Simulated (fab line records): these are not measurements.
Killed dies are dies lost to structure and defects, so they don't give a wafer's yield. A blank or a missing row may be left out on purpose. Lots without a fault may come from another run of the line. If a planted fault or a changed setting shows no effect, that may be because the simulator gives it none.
Which tool is to blame? -- flow nand-harc -- 36 wafers from 12 lots sampled at 5 of the route's 1302 steps

## WHAT EACH GAUGE READ, for each wafer
NHARC_P_M2_OVL_MEAS_10: pitch 340 nm.
lot,measured,on,overlay-x-nm (nm)
L075,day 7 00:28,overlay-02,-0.4 -1.0 -1.0
L077,day 7 16:32,overlay-02,-1.5 -1.3 -0.8
L079,day 8 12:12,overlay-01,0.8 0.7 0.9
L081,day 9 16:16,overlay-01,0.8 0.7 1.3
L084,day 10 09:01,overlay-02,0.8 1.2 0.9
L085,day 11 07:41,overlay-02,-0.3 0.1 0.1
L087,day 11 15:44,overlay-02,1.3 1.3 1.0
L089,day 12 10:01,overlay-02,0.0 0.6 0.8
L091,day 13 16:05,overlay-01,0.8 0.9 0.2
L093,day 14 17:38,overlay-01,-0.3 -0.3 0.4
L095,day 15 00:53,overlay-02,-0.9 -0.7 -0.2
L097,day 15 22:17,overlay-02,1.3 1.4 1.4

## TOOL THAT RAN EACH LOT (tool first, then ch and the chambers of the sampled wafers, then the start)
lot,NHARC_P_M0_DESCUM_14,NHARC_P_M0_ETCH_15,NHARC_P_M1_ETCH_35,NHARC_P_M1_PVD_21
L075,"rie-diel-05 ch 1,3, day 6 16:32","rie-diel-05 ch 1,3, day 6 20:34 or earlier","rie-diel-09 ch 1,2,3, day 6 20:34","pvd-sputter-03, day 7 00:28 or earlier"
L077,"rie-diel-03 ch 1,2,3, day 7 07:45","rie-diel-03 ch 0,1,3, day 7 12:29 or earlier","rie-diel-09 ch 1,2,3, day 7 12:29","pvd-sputter-01, day 7 16:32 or earlier"
L079,"rie-diel-05 ch 1,2, day 8 04:07","rie-diel-05 ch 1,3, day 8 08:08 or earlier","rie-diel-04 ch 1,2,3, day 8 08:08","pvd-sputter-02, day 8 12:12 or earlier"
L081,"rie-diel-05 ch 0,2,3, day 9 08:17","rie-diel-05 ch 0,2, day 9 12:18 or earlier","rie-diel-09 ch 0,1,3, day 9 12:18","pvd-sputter-02, day 9 16:16 or earlier"
L084,"rie-diel-03 ch 0,1, day 10 01:02","rie-diel-03 ch 0,2,3, day 10 05:04 or earlier","rie-diel-04 ch 1,2, day 10 05:04","pvd-sputter-02, day 10 09:01 or earlier"
L085,"rie-diel-05 ch 0,2,3, day 10 23:14","rie-diel-05 ch 0,2,3, day 11 03:29 or earlier","rie-diel-04 ch 1,2,3, day 11 03:29","pvd-sputter-03, day 11 07:41 or earlier"
L087,"rie-diel-05 ch 1,2,3, day 11 07:41","rie-diel-05 ch 0,3, day 11 11:50 or earlier","rie-diel-04 ch 1,2,3, day 11 11:50","pvd-sputter-02, day 11 15:44 or earlier"
L089,"rie-diel-05 ch 0,2, day 12 01:35","rie-diel-05 ch 0,1, day 12 05:49 or earlier","rie-diel-04 ch 1,2,3, day 12 05:49","pvd-sputter-01, day 12 10:01 or earlier"
L091,"rie-diel-10 ch 0,1, day 13 07:31","rie-diel-10 ch 1,2, day 13 11:56 or earlier","rie-diel-04 ch 2,3, day 13 11:56","pvd-sputter-03, day 13 16:05 or earlier"
L093,"rie-diel-10 ch 0,2,3, day 14 09:35","rie-diel-10 ch 0,2,3, day 14 13:39 or earlier","rie-diel-04 ch 0,3, day 14 13:39","pvd-sputter-03, day 14 17:38 or earlier"
L095,"rie-diel-05 ch 0,1,3, day 14 16:23","rie-diel-05 ch 0,2,3, day 14 20:54 or earlier","rie-diel-04 ch 0,2,3, day 14 20:54","pvd-sputter-03, day 15 00:53 or earlier"
L097,"rie-diel-05 ch 0,2,3, day 15 14:18","rie-diel-05 ch 0,1,2, day 15 18:19 or earlier","rie-diel-04 ch 0,1, day 15 18:19","pvd-sputter-02, day 15 22:17 or earlier"
- NHARC_P_M0_DESCUM_14: chemistry O2, time 3 s.
- NHARC_P_M0_ETCH_15: etches the open film in C4F8/Ar, target depth 150 nm, overetch 15 nm, time 82.5 s.
- NHARC_P_M1_ETCH_35: etches the open film in N2/H2, target depth 40 nm, overetch 12 nm, time 43.94 s.
- NHARC_P_M1_PVD_21: deposits Cu, target thk 30 nm, time 20.49 s.

## THE ANSWER, worked out from the rows above alone
Rule: usual is defined by the lots themselves. The widest of any qualifying gaps counts: lots, ordered by their means at a reading, are off when they make up no more than a third of the lots, leave a main group of 4 or more, and stand apart from it by 3 or more times the standard deviation of that group's means. A main group is skipped when, at the precision printed for the reading in the tables above, its means are all equal. A lot without any number at a reading at which 4 lots or more have one is off too. Where the step has rows for the other lots, those lots are counted as sound.
None of the lots is off at any reading shown; this tells nothing.

## WHAT WAS PUT IN BY THE SIMULATOR
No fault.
